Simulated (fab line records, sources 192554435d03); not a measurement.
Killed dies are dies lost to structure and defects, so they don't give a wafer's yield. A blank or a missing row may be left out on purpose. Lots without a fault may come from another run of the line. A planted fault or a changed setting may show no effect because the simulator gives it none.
Chamber matching | flow n5_finfet | N5_BEOL_M3_ETCH_69 on rie_diel-03: 4 sister chambers
The step etches SiARC in CF4, target depth 15.6 nm, time 26 s. 4 wafers are shown with their chamber, then 10 later ones without.

WAFERS WITH THEIR CHAMBER
wafer  | chamber | showerhead_plenum_p_Torr (Torr)
L079.4 | 2       | 2.22
L085.6 | 0       | 2.20
L088.2 | 1       | 2.21
L088.3 | 3       | 1.99

WAFERS WITHOUT THEIR CHAMBER
wafer  | showerhead_plenum_p_Torr (Torr)
L088.5 | 2.21
L095.1 | 2.21
L095.3 | 2.20
L095.4 | 1.98
L096.2 | 2.20
L096.3 | 2.19
L096.6 | 2.21
L097.1 | 2.20
L097.4 | 2.21
L097.5 | 2.21

WHICH CHAMBER EACH WENT THROUGH
wafer  | from the rows above | in truth
L088.5 | 1                   | 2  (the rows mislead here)
L095.1 | 1                   | 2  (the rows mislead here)
L095.3 | 0                   | 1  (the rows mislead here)
L095.4 | 3                   | 3
L096.2 | 0                   | 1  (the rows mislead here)
L096.3 | 0                   | 0
L096.6 | 1                   | 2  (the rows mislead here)
L097.1 | 0                   | 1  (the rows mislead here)
L097.4 | 1                   | 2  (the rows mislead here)
L097.5 | 1                   | 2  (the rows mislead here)
Placed correctly: 2 of 10. Can't be placed from these rows: 0. Placed wrongly: 8.
How it was worked out, from the rows above alone: a wafer's distance from a chamber is the root of the sum, over the readings, of the square of ((its reading less the chamber's mean) divided by the reading's scatter). The wafer belongs to the nearest chamber; if the next one is less than 2 further off, it can't be placed. A chamber's mean is the mean of its shown wafers. The scatter: with one shown wafer a chamber, the root of the mean of the squares of how far each hidden wafer lies from its nearest shown one.
